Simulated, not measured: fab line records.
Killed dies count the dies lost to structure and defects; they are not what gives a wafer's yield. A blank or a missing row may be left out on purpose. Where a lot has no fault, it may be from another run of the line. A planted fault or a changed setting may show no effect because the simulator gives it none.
Matching of chambers    flow n5 finfet    N5_BEOL_M15_DESCUM_33 on rie diel-02 has 4 sister chambers
The step chemistry O2, time 7.9 s. 4 wafers are shown with their chamber, then 7 later ones without.

== WAFERS, EACH WITH ITS CHAMBER ==
wafer   chamber  drypump motor current A (A)
L090.3  0        6.6
L090.5  2        5.7
L095.1  1        5.7
L095.2  3        5.9

== WAFERS WITH NO CHAMBER GIVEN ==
wafer   drypump motor current A (A)
L095.4  5.7
L093.1  5.7
L093.5  5.7
L093.6  5.7
L097.2  5.7
L097.4  5.8
L097.5  5.8

== WHICH CHAMBER EACH ONE RAN IN ==
wafer   from the rows above           in truth
L095.4  can't be placed: 1 or 2       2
L093.1  can't be placed: 1 or 2       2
L093.5  can't be placed: 1 or 2       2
L093.6  can't be placed: 1 or 2       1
L097.2  can't be placed: 1 or 2       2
L097.4  can't be placed: 1 or 2 or 3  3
L097.5  can't be placed: 1 or 2 or 3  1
Correct placement for 0 of the 7. From these rows, 7 cannot be placed; in 7 the true chamber is one of the candidates. 0 placed wrongly.
How it was worked out, from the rows above alone: a wafer's distance from a chamber is the root of the sum, over the readings, of the square of ((its reading less the chamber's mean) divided by the reading's scatter). If the next closest chamber is less than 2 further off than the closest, the wafer can't be placed; otherwise it belongs to the closest. For every chamber, the mean is computed from those of its wafers that are shown. The scatter: with one shown wafer a chamber, the root of the mean of the squares of how far each hidden wafer lies from its nearest shown one.
